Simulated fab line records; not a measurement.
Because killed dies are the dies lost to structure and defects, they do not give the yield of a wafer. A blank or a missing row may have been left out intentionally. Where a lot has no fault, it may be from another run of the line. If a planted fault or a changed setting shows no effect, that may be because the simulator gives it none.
A lot that was struck, set against a sound lot + flow n5_finfet + 33 steps out of a route of 1938
Sound: wafers L682.2, L682.3, L682.6. The struck wafers were L694.2, L694.5, L694.6. The cause is named last.
Per side, at each step with rows, come the tool, then ch with its chambers, and then its first start. Under that, the readings that differ: sound wafers + struck wafers + difference of the means + sigmas: that difference in standard deviations of wafers without a fault.
alike: readings whose means differ by less than 2 such deviations, and words and numbers that are the same on both sides. not compared: withheld readings, readings that some wafer has no value for, bounds like >300 that may hide the same value, and numbers for which the record gives no deviation and whose values overlap.
The two part at a step that has a row with sigmas, a row that says differs or no value, or rows on one side only. Numbers that have no deviation but don't overlap get no sigmas and don't part them. A reading that every wafer of one side lacks parts them only if that side has two wafers or more.

first, 2 steps without rows for these wafers: N5_BEOL_M8_ECD_50 (material Cu, target thk 300 nm); N5_BEOL_M8_ANNEAL_51 (time 90 s).
N5_BEOL_M8_CMP_52: polishes, stops on SiCOH lowk, t overpolish 6.9 s, target thk 80 nm.
  sound on cmp-01 ch 0,2,3, day 12 09:01; struck on cmp-04 ch 2,3, day 14 11:46
  alike: barrier_field_endpoint_s, clearing_platen_rpm, edge_zone_pressure_frac, motor_current_A, overpolish_run_s, time_to_endpoint_s
N5_BEOL_M8_THK_MEAS_53: measures by xrf.
  struck on film_metro-02, day 14 12:04; sound on film_metro-02, day 12 09:19
  alike: M8_THK
then, 2 steps without rows for these wafers: N5_BEOL_M8_PRE_CLEAN_55 (time 15 s); N5_BEOL_M8_DEP_56 (deposits SiCN from 3MS/NH3, target thk 10 nm, time 17.5 s).
N5_BEOL_M8_RS_MEAS_57: measurement is done with a four-point probe.
  struck on film_metro-01, day 14 12:13; sound on film_metro-02, day 12 09:27
  alike: M8_RS
N5_BEOL_M8_INSPECT_58: inspects for defects (darkfield).
  struck on defect_inspect-01, day 14 12:14; sound on defect_inspect-01, day 12 09:28
  alike: raw_defect_count
N5_BEOL_M9_ILD_DEP_00: deposits SiCOH lowk from DEMS/porogen, target thk 308.51 nm, time 58 s.
  sound on pecvd-03 ch 0,1, day 12 09:31; struck on pecvd-01 ch 0,1, day 14 12:17
  alike: chamber_pressure_Torr, heater_power_outer_w, heater_power_w, showerhead_plenum_p_Torr, throttle_valve_pct
N5_BEOL_M9_CURE_71: cures SiCOH lowk, time 240 s.
  sound on uv_cure-03 ch 0, day 12 09:42; struck on uv_cure-02 ch 2, day 14 12:26
  alike: lamp_power_pct, wafer_temp_C_max
N5_BEOL_M9_THK_MEAS_01:
  struck on film_metro-02, day 14 12:52; sound on film_metro-02, day 12 10:08
  alike: M9_ILD_THK
N5_BEOL_M9_PECVD_70: deposits SiO2 from TEOS/O2, target thk 20 nm, time 22.7 s.
  sound on pecvd-01 ch 0,1, day 12 10:10; struck on pecvd-04 ch 0,2, day 14 12:55
| reading                | sound          | struck         | difference | sigmas |
|------------------------|----------------|----------------|------------|--------|
| throttle_valve_pct (%) | 25.8 23.3 25.5 | 20.0 20.1 22.4 | -4.0       | -3     |
  alike: heater_power_w, showerhead_plenum_p_Torr
N5_BEOL_M9_HM_DEP_02: deposits TiN, target thk 20 nm.
  struck on pvd_sputter-03, day 14 13:43; sound on pvd_sputter-02, day 12 11:16
  no value came back on the struck wafers for chamber_pressure_pa (Pa), substrate_temp_c (C), throttle_valve_pct (%); on the sound wafers chamber_pressure_pa (Pa) reads 0.4995 0.4980 0.4995
then, 8 steps without rows for these wafers: N5_BEOL_M9_COAT_59 (time 60 s, resist thk 100 nm); N5_BEOL_M9_COAT_60 (time 60 s, resist thk 30 nm); N5_BEOL_M9_COAT_05 (resist thk 90 nm); N5_BEOL_M9_EBR_07; N5_BEOL_M9_SOFTBAKE_06 (time 60 s); N5_BEOL_M9_EXPOSE_08 (exposes mask M9); N5_BEOL_M9_PEB_09 (peb time 60 s); N5_BEOL_M9_DEVELOP_10 (develop time 30 s).
N5_BEOL_M9_CD_MEAS_11 targets a cd of 64.1 nm.
  sound on cd_sem-01 ch 0, day 12 11:46; struck on cd_sem-02 ch 0, day 14 14:05
  alike: cd_nm
N5_BEOL_M9_OVL_MEAS_12:
  sound on overlay-02 ch 0, day 12 11:47; struck on overlay-02 ch 0, day 14 14:09
  alike: M9_OVL
N5_BEOL_M9_INSPECT_13: inspects for defects (brightfield).
  struck on defect_inspect-01, day 14 14:10; sound on defect_inspect-01, day 12 11:49
  alike: raw_defect_count
then, 5 steps without rows for these wafers: N5_BEOL_M9_DESCUM_16 (chemistry O2, time 7.9 s); N5_BEOL_M9_ETCH_61 (etches SiARC in CF4, target depth 39 nm, time 65 s); N5_BEOL_M9_ETCH_62 (etches SOC in N2/H2, target depth 110 nm, overetch 22 nm, time 165 s); N5_BEOL_M9_STRIP_68 (strips in N2/H2); N5_BEOL_M9_STRIP_67 (strips in CF4).
N5_BEOL_M9_HM_OPEN_17: chemistry Cl2/BCl3, target TiN, target depth 20 nm, overetch 6 nm.
  sound on rie_metal-03 ch 0,1, day 12 12:08; struck on rie_metal-01 ch 0,1, day 14 14:34
| reading                  | sound             | struck         | difference | sigmas |
|--------------------------|-------------------|----------------|------------|--------|
| oes_product_au (a.u.)    | 0.72 0.65 0.72    | 0.26 0.35 0.25 | -0.41      | -4     |
| model.etch.depth_nm (nm) | 19.87 19.89 19.73 | 0 0 0          | -20        |        |
  alike: drypump_motor_current_A, throttle_valve_pct
  not compared: rf_hours_counter_h
N5_BEOL_M9_STRIP_19: strips in O2.
  sound on rie_diel-01 ch 1,2,3, day 12 12:15; struck on rie_diel-04 ch 0,1,3, day 14 14:47
| reading                         | sound          | struck         | difference | sigmas |
|---------------------------------|----------------|----------------|------------|--------|
| showerhead_plenum_p_Torr (Torr) | 2.23 2.16 2.22 | 2.08 1.92 2.01 | -0.20      | -3     |
  alike: drypump_motor_current_A, oes_product_au, rf_vpp_V, throttle_valve_pct
  not compared: rf_hours_counter_h
N5_BEOL_M9_CD_MEAS_18: pitch 140 nm, target cd 70 nm.
  struck on cd_sem-01, day 14 14:51; sound on cd_sem-01, day 12 12:19
| reading    | sound          | struck | difference                    | sigmas |
|------------|----------------|--------|-------------------------------|--------|
| cd_nm (nm) | 71.0 71.0 70.5 | - - -  | no value on the struck wafers |        |
then, 1 step without rows for these wafers: N5_BEOL_M9_COAT_63 (time 60 s, resist thk 60 nm).

== WHERE THEY PART ==
Earliest at N5_BEOL_M9_PECVD_70; latest, in this record, at N5_BEOL_M9_CD_MEAS_18.

WHY: whatever the simulator had introduced
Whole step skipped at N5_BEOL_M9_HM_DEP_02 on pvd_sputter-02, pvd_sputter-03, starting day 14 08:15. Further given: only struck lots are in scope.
